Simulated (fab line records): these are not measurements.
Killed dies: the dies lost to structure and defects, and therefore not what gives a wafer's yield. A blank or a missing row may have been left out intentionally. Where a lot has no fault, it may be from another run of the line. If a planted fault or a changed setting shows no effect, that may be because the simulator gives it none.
A lot that was struck, set against a sound lot + flow nand_harc + 11 steps out of a route of 1159
Sound: the wafers L542.2, L542.4, L542.5. Wafers struck: L532.2, L532.4, L532.6. The cause comes at the end.
At each step with rows: each side's tool, then ch and its chambers, then its first start. Under that, the readings that differ: sound wafers + struck wafers + difference of the means + sigmas: that difference in standard deviations of wafers without a fault.
alike: words and numbers the same on both sides, and readings whose means are apart by under 2 such deviations; not compared: readings that were withheld, readings missing a value for some wafer, numbers with overlapping values and no deviation given by the record, and bounds like >300 which may hide the same value.
Wherever a step has rows on one side only, a row that says differs or no value, or a row with sigmas, the two part there. Numbers that don't overlap but have no deviation are shown without sigmas and don't part them. Lack of a reading on every wafer of one side parts them only where that side has two or more wafers.

NHARC_A_ZERO_WELL_INSPECT_17:
  sound on defect_inspect-02 at day 10 10:11; struck on defect_inspect-02 at day 7 13:25
  alike: raw_defect_count
then, 3 steps without rows for these wafers: NHARC_A_SOURCE_PLATE_PRECLEAN_00 (cleans in HF-LAST, time 60 s); NHARC_A_SOURCE_PLATE_SRD_01; NHARC_A_SOURCE_PLATE_OXIDE_02 (material SiO2, target thk 10 nm, ox time 1362 s).
NHARC_A_SOURCE_PLATE_THK_MEAS_09: measures by ellipsometry.
  sound on film_metro-02 at day 10 17:34; struck on film_metro-02 at day 7 20:11
  alike: thk_nm
then, 3 steps without rows for these wafers: NHARC_A_SOURCE_PLATE_PVD_04 (deposits WSi2, target thk 50 nm); NHARC_A_SOURCE_PLATE_CVD_03 (deposits poly-Si, target thk 200 nm, time 4000 s); NHARC_A_SOURCE_PLATE_ANNEAL_05 (time 1800 s).
NHARC_A_SOURCE_PLATE_THK_MEAS_06: measures by ellipsometry.
  sound on film_metro-02 at day 11 06:47; struck on film_metro-01 at day 8 09:17
  alike: thk_nm
NHARC_A_SOURCE_PLATE_INSPECT_08:
  sound on defect_inspect-02 at day 11 06:51; struck on defect_inspect-01 at day 8 09:22
  alike: raw_defect_count
NHARC_A_ONON_D1_DEP_00: target thk 1000 nm.
  struck on pecvd_onon-02, day 8 09:29; sound on pecvd_onon-03 ch 0, day 11 07:01
  no value came back on the struck wafers for n2_flow_sccm (sccm), n2o_flow_sccm (sccm); on the sound wafers n2_flow_sccm (sccm) reads 2746 2755 2741

== WHERE THEY PART ==
Only at NHARC_A_ONON_D1_DEP_00, within this record.

WHY: the cause the simulator had injected
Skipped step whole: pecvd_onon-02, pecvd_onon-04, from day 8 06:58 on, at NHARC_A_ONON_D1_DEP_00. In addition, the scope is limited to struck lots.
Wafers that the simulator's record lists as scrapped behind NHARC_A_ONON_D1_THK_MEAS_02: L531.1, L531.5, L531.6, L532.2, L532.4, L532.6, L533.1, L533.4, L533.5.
